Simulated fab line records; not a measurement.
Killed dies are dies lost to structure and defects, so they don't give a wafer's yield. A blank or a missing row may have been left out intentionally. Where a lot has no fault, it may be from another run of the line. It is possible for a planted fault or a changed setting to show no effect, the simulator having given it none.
2 desks, one fault | flow n5_finfet | numbers are kept per desk, each desk with only its own; the story behind them comes last

## AT THE TOOL OWNER'S DESK: rie_diel-01
The tool's own readings at N5_BEOL_M7_TRENCH_ETCH_37 (etches SiCOH lowk in C4F6/O2, target depth 93.478 nm, time 31.2 s): means of the sampled wafers that have a number, for each lot that ran on this tool. Any lot whose mean is over 4 standard deviations away from the usual mean is out of limits and marked OUT; that distance is given in the brackets.
Columns: A = bias_w at N5_BEOL_M7_TRENCH_ETCH_37, usual 185.0 W; B = drypump_motor_current_A at N5_BEOL_M7_TRENCH_ETCH_37, usual 5.9 A; C = oes_ar_750_au at N5_BEOL_M7_TRENCH_ETCH_37, usual 0.81 a.u.; D = oes_product_au at N5_BEOL_M7_TRENCH_ETCH_37, usual 0.80 a.u.; E = rf_vpp_V at N5_BEOL_M7_TRENCH_ETCH_37, usual 656 V; F = showerhead_plenum_p_Torr at N5_BEOL_M7_TRENCH_ETCH_37, usual 2.81 Torr; G = throttle_valve_pct at N5_BEOL_M7_TRENCH_ETCH_37, usual 20.82 %
lot  | first seen here | A               | B   | C    | D    | E              | F    | G
L794 | day 14 18:11    | 204.9 (+36) OUT | 6.2 | 0.76 | 0.76 | 713 (+5.9) OUT | 2.84 | 21.19
L806 | day 17 07:16    | 184.5           | 6.2 | 0.74 | 0.74 | 656            | 2.76 | 21.09
L810 | day 17 14:47    | 185.1           | 6.2 | 0.77 | 0.77 | 658            | 2.81 | 20.99
L811 | day 17 17:16    | 185.1           | 6.1 | 0.77 | 0.77 | 647            | 2.78 | 20.81
This desk finds L794 out of limits, L794 being first, at day 14 18:11 (bias_w at N5_BEOL_M7_TRENCH_ETCH_37). L806, L810, L811 stayed within limits.

## THE METROLOGY DESK
What the gauges read for every lot (on any tool): the sampled wafers with a number, averaged. Any lot whose mean is over 4 standard deviations away from the usual mean is out of limits and marked OUT; that distance is given in the brackets.
Columns: A = V6_OVL at N5_BEOL_M7_OVL_MEAS_29, usual -0.1 nm; B = trench_depth_nm at N5_BEOL_M7_OCD_MEAS_38, usual 93.9 nm; C = M7_THK at N5_BEOL_M7_THK_MEAS_53, usual 78.9 nm; D = M7_RS at N5_BEOL_M7_RS_MEAS_57, usual 0.287 ohm/sq
lot  | first seen here | A    | B    | C    | D
L789 | day 11 17:01    | -0.9 | 94.3 | 80.9 | 0.279
L792 | day 12 05:50    | -0.7 | 92.9 | 77.6 | 0.290
L794 | day 14 17:50    | 0.3  | 97.2 | 81.9 | 0.275
L801 | day 14 21:19    | -0.4 | 93.5 | 77.4 | 0.293
L803 | day 16 06:49    | -0.8 | 93.0 | 79.4 | 0.289
L809 | day 16 18:16    | -0.6 | 92.7 | 78.3 | 0.287
L806 | day 17 06:55    | -0.1 | 94.2 | 80.9 | 0.278
L810 | day 17 14:26    | 0.2  | 95.3 | 80.0 | 0.283
L811 | day 17 16:41    | 0.2  | 93.6 | 80.0 | 0.283
This desk's finding: nothing out of limits on any of the 9 lots.

## TAKEN TOGETHER
At day 14 18:11, on L794, the tool owner's desk was in a position to raise an alarm.
At the metrology desk, nothing out of limits was observed.
The metrology desk has L794 on record, within its limits.
Of the lots named, all ran N5_BEOL_M7_TRENCH_ETCH_37 on rie_diel-01.

## WHAT WAS PUT IN BY THE SIMULATOR
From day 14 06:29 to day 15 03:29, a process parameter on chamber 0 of rie_diel-01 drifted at N5_BEOL_M7_TRENCH_ETCH_37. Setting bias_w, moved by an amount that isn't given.
Shown lots that were struck: L794.
Time in hours from fault onset to the first out-of-limits reading at each desk: the tool owner's desk, 12.
